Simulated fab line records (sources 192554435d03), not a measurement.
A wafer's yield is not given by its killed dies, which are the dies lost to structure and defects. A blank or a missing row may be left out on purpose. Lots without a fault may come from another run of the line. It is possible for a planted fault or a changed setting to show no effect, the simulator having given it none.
Comparing a struck lot with a sound one -- flow n5Finfet -- 15 steps out of a route of 1938
Sound: the wafers L529.1, L529.3, L529.4. Struck: wafer L538.2 (L538.1, L538.4, from the same lot, were not struck and are left out); the cause is given at the end.
Order at every step that has rows: each side's tool, ch and its chambers, its first start. Under that, the readings that differ: sound wafers -- struck wafers -- difference of the means -- sigmas: that difference in standard deviations of wafers without a fault.
alike: readings whose means differ by less than 2 such deviations, and words and numbers that are the same on both sides. not compared: withheld readings, readings that some wafer has no value for, bounds like >300 that may hide the same value, and numbers for which the record gives no deviation and whose values overlap.
Wherever a step has rows on one side only, a row that says differs or no value, or a row with sigmas, the two part there. When numbers do not overlap yet have no deviation, they are printed without sigmas and do not part them. A reading that every wafer of one side lacks parts them only if that side has two wafers or more.

first, 6 steps without rows for these wafers: N5_BEOL_M9_COAT_22 (resist thk 30 nm); N5_BEOL_M9_EBR_24; N5_BEOL_M9_SOFTBAKE_23 (time 60 s); N5_BEOL_M9_EXPOSE_25 (exposes mask V8); N5_BEOL_M9_PEB_26 (peb time 60 s); N5_BEOL_M9_DEVELOP_27 (develop time 30 s).
N5_BEOL_M9_CD_MEAS_28: target cd 70 nm.
  sound on cdSem-03 ch 0, day 10 01:53; struck on cdSem-01 ch 0, day 12 05:44
  alike: cdNm
N5_BEOL_M9_OVL_MEAS_29:
  sound on overlay-01 ch 0, day 10 01:55; struck on overlay-02 ch 0, day 12 05:46
  alike: V8_OVL
N5_BEOL_M9_INSPECT_30: inspects for defects (brightfield).
  sound: defectInspect-01 at day 10 01:59; struck: defectInspect-02 at day 12 05:49
  alike: rawDefectCount
N5_BEOL_M9_DESCUM_33: chemistry O2, time 7 s.
  sound on rieDiel-06 ch 0,1,2, day 10 02:01; struck on rieDiel-06 ch 1, day 12 06:14
reading,sound,struck,difference,sigmas
rfHoursCounterH (h),225 179 43,240,+91,
  alike: drypumpMotorCurrentA, oesProductAu, rfVppV, showerheadPlenumPTorr, throttleValvePct
N5_BEOL_M9_ETCH_76: etches underlayer in N2/H2, target depth 6.5 nm, time 5.2 s.
  sound on rieDiel-06 ch 0,1,2, day 10 02:03; struck on rieDiel-06 ch 1, day 12 06:16
reading,sound,struck,difference,sigmas
rfHoursCounterH (h),225 179 43,240,+91,
  alike: drypumpMotorCurrentA, etchRfOnTimeS, n2FlowSccm, oesProductAu, rfVppV, showerheadPlenumPTorr, throttleValvePct
N5_BEOL_M9_ETCH_65: etches SiARC in CF4, target depth 15.6 nm, time 26 s.
  sound on rieDiel-06 ch 0,1,2, day 10 02:04; struck on rieDiel-06 ch 1, day 12 06:17
reading,sound,struck,difference,sigmas
rfHoursCounterH (h),225 179 43,240,+91,
  alike: drypumpMotorCurrentA, etchRfOnTimeS, oesProductAu, rfVppV, showerheadPlenumPTorr, throttleValvePct
N5_BEOL_M9_ETCH_66: etches SOC in N2/H2, target depth 80 nm, overetch 16 nm, time 120 s.
  sound on rieDiel-06 ch 0,1,2, day 10 02:05; struck on rieDiel-06 ch 1, day 12 06:19
reading,sound,struck,difference,sigmas
rfHoursCounterH (h),225 179 43,240,+91,
model.SiARC_of_BEOL_M9_COAT_64.thkNm (nm),6.8 6.4 6.4,4.8,-1.7,
  alike: drypumpMotorCurrentA, n2FlowSccm, oesProductAu, rfVppV, showerheadPlenumPTorr, throttleValvePct
then, 1 step without rows for these wafers: N5_BEOL_M9_STRIP_69 (strips in N2/H2).
-- record jumps: 3 days separate the struck wafers' starts on either side; left off in module BEOL_M9, taken up again in module PASSIVATION, whose first shown step is the route's number 1936 --
N5_PASSIVATION_PROBE_49:
  the record has rows for the struck wafers here (prober-01, day 14 23:48) and none for the sound ones

WHERE THEY PART
Within this record, at N5_PASSIVATION_PROBE_49 only.

WHY: what had been put in by the simulator
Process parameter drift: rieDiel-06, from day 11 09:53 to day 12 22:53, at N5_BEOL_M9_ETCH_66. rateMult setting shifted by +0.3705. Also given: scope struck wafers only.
